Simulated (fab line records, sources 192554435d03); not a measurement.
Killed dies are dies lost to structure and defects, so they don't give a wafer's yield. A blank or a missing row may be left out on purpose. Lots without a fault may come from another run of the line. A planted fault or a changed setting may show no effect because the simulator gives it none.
Chamber matching | flow n5_finfet | N5_BEOL_M0_SAQP_PECVD_04 on pecvd-01: 3 sister chambers
The step deposits a-Si from SiH4/He, target thk 60 nm, time 60.2 s. 6 wafers are shown with their chamber, then 10 later ones without.

WAFERS WITH THEIR CHAMBER
wafer  | chamber | showerhead_plenum_p_Torr (Torr) | throttle_valve_pct (%)
L083.2 | 2       | 5.68                            | 17.7
L084.3 | 1       | 5.70                            | 17.5
L084.5 | 0       | 5.68                            | 17.9
L084.6 | 1       | 5.73                            | 17.6
L086.3 | 2       | 5.67                            | 17.8
L086.4 | 0       | 5.68                            | 18.0

WAFERS WITHOUT THEIR CHAMBER
wafer  | showerhead_plenum_p_Torr (Torr) | throttle_valve_pct (%)
L086.5 | 5.72                            | 17.4
L087.3 | 5.69                            | 17.8
L087.4 | 5.66                            | 17.8
L087.5 | 5.68                            | 17.7
L090.4 | 5.67                            | 17.7
L090.5 | 5.71                            | 17.8
L090.6 | 5.69                            | 18.1
L094.2 | 5.67                            | 18.0
L094.3 | 5.68                            | 17.8
L094.4 | 5.68                            | 17.8

WHICH CHAMBER EACH WENT THROUGH
wafer  | from the rows above          | in truth
L086.5 | 1                            | 1
L087.3 | can't be placed: 2 or 0      | 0
L087.4 | can't be placed: 2 or 0      | 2
L087.5 | 2                            | 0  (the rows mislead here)
L090.4 | 2                            | 2
L090.5 | can't be placed: 2 or 0 or 1 | 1
L090.6 | 0                            | 0
L094.2 | 0                            | 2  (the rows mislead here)
L094.3 | can't be placed: 2 or 0      | 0
L094.4 | can't be placed: 2 or 0      | 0
Placed correctly: 3 of 10. Can't be placed from these rows: 5 (the true chamber is among the candidates in 5). Placed wrongly: 2.
How it was worked out, from the rows above alone: a wafer's distance from a chamber is the root of the sum, over the readings, of the square of ((its reading less the chamber's mean) divided by the reading's scatter). The wafer belongs to the nearest chamber; if the next one is less than 2 further off, it can't be placed. A chamber's mean is the mean of its shown wafers. The scatter: the root of (the sum of the squares of (reading less its chamber's mean) over the shown wafers, divided by (wafers less chambers)).
